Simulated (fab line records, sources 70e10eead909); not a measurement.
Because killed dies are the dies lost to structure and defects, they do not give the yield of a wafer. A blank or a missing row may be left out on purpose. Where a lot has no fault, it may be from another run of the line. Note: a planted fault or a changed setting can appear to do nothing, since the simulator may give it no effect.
Chamber matching :: flow nand_harc :: 4 sister chambers for NHARC_A_CHANNEL_HOLE_D1_ETCH_16 on rie_diel-01
The step etches the open film in O2/COS, target depth 3100 nm, time 806 s. 14 wafers are shown with their chamber, then 7 later ones without.

## EACH WAFER AND ITS CHAMBER
wafer: L986.1
chamber: 2
showerhead_plenum_p_Torr (Torr): 3.09
drypump_motor_current_A (A): 5.9
run_length_s (s): 827.6

wafer: L986.3
chamber: 3
showerhead_plenum_p_Torr (Torr): 3.10
drypump_motor_current_A (A): 5.8
run_length_s (s): 827.0

wafer: L986.6
chamber: 0
showerhead_plenum_p_Torr (Torr): 3.26
drypump_motor_current_A (A): 5.7
run_length_s (s): 826.6

wafer: L992.2
chamber: 2
showerhead_plenum_p_Torr (Torr): 3.09
drypump_motor_current_A (A): 5.9
run_length_s (s): 827.9

wafer: L992.5
chamber: 3
showerhead_plenum_p_Torr (Torr): 3.10
drypump_motor_current_A (A): 5.8
run_length_s (s): 826.8

wafer: L992.6
chamber: 2
showerhead_plenum_p_Torr (Torr): 3.09
drypump_motor_current_A (A): 5.9
run_length_s (s): 827.6

wafer: L994.1
chamber: 0
showerhead_plenum_p_Torr (Torr): 3.26
drypump_motor_current_A (A): 5.7
run_length_s (s): 826.6

wafer: L994.3
chamber: 2
showerhead_plenum_p_Torr (Torr): 3.08
drypump_motor_current_A (A): 5.9
run_length_s (s): 827.4

wafer: L994.5
chamber: 3
showerhead_plenum_p_Torr (Torr): 3.10
drypump_motor_current_A (A): 5.8
run_length_s (s): 826.9

wafer: L993.1
chamber: 1
showerhead_plenum_p_Torr (Torr): 3.07
drypump_motor_current_A (A): 5.8
run_length_s (s): 826.3

wafer: L993.4
chamber: 2
showerhead_plenum_p_Torr (Torr): 3.08
drypump_motor_current_A (A): 5.9
run_length_s (s): 827.5

wafer: L993.5
chamber: 1
showerhead_plenum_p_Torr (Torr): 3.07
drypump_motor_current_A (A): 5.9
run_length_s (s): 826.4

wafer: L999.1
chamber: 3
showerhead_plenum_p_Torr (Torr): 3.10
drypump_motor_current_A (A): 5.8
run_length_s (s): 827.0

wafer: L999.4
chamber: 0
showerhead_plenum_p_Torr (Torr): 3.25
drypump_motor_current_A (A): 5.7
run_length_s (s): 826.8

SIGNATURES, as means of the wafers listed above
reading: showerhead_plenum_p_Torr
chamber 0: 3.2567
chamber 1: 3.0700
chamber 2: 3.0860
chamber 3: 3.1000
scatter within a chamber: 0.00432

reading: drypump_motor_current_A
chamber 0: 5.700
chamber 1: 5.850
chamber 2: 5.900
chamber 3: 5.800
scatter within a chamber: 0.0224

reading: run_length_s
chamber 0: 826.667
chamber 1: 826.350
chamber 2: 827.600
chamber 3: 826.925
scatter within a chamber: 0.141
Rule: distance of a wafer from a chamber = root of the sum over the readings of ((wafer's reading minus chamber's mean) / reading's scatter) squared. If the next closest chamber is less than 2 further off than the closest, the wafer can't be placed; otherwise it belongs to the closest. The scatter: the root of (the sum of the squares of (reading less its chamber's mean) over the shown wafers, divided by (wafers less chambers)).

## WAFERS MISSING THEIR CHAMBER
wafer: L999.5
showerhead_plenum_p_Torr (Torr): 3.07
drypump_motor_current_A (A): 5.9
run_length_s (s): 826.4

wafer: L105.1
showerhead_plenum_p_Torr (Torr): 3.10
drypump_motor_current_A (A): 5.8
run_length_s (s): 827.2

wafer: L105.3
showerhead_plenum_p_Torr (Torr): 3.08
drypump_motor_current_A (A): 5.9
run_length_s (s): 828.0

wafer: L105.6
showerhead_plenum_p_Torr (Torr): 3.08
drypump_motor_current_A (A): 5.9
run_length_s (s): 827.9

wafer: L108.1
showerhead_plenum_p_Torr (Torr): 3.08
drypump_motor_current_A (A): 5.9
run_length_s (s): 827.4

wafer: L108.2
showerhead_plenum_p_Torr (Torr): 3.25
drypump_motor_current_A (A): 5.7
run_length_s (s): 826.8

wafer: L108.5
showerhead_plenum_p_Torr (Torr): 3.07
drypump_motor_current_A (A): 5.8
run_length_s (s): 826.2

## CHAMBER TAKEN BY EACH
wafer: L999.5
from the rows above: 1
in truth: 1

wafer: L105.1
from the rows above: 3
in truth: 3

wafer: L105.3
from the rows above: 2
in truth: 2

wafer: L105.6
from the rows above: 2
in truth: 2

wafer: L108.1
from the rows above: 2
in truth: 2

wafer: L108.2
from the rows above: 0
in truth: 0

wafer: L108.5
from the rows above: 1
in truth: 1
7 of 7 placed correctly. From these rows, 0 cannot be placed. 0 placed wrongly.
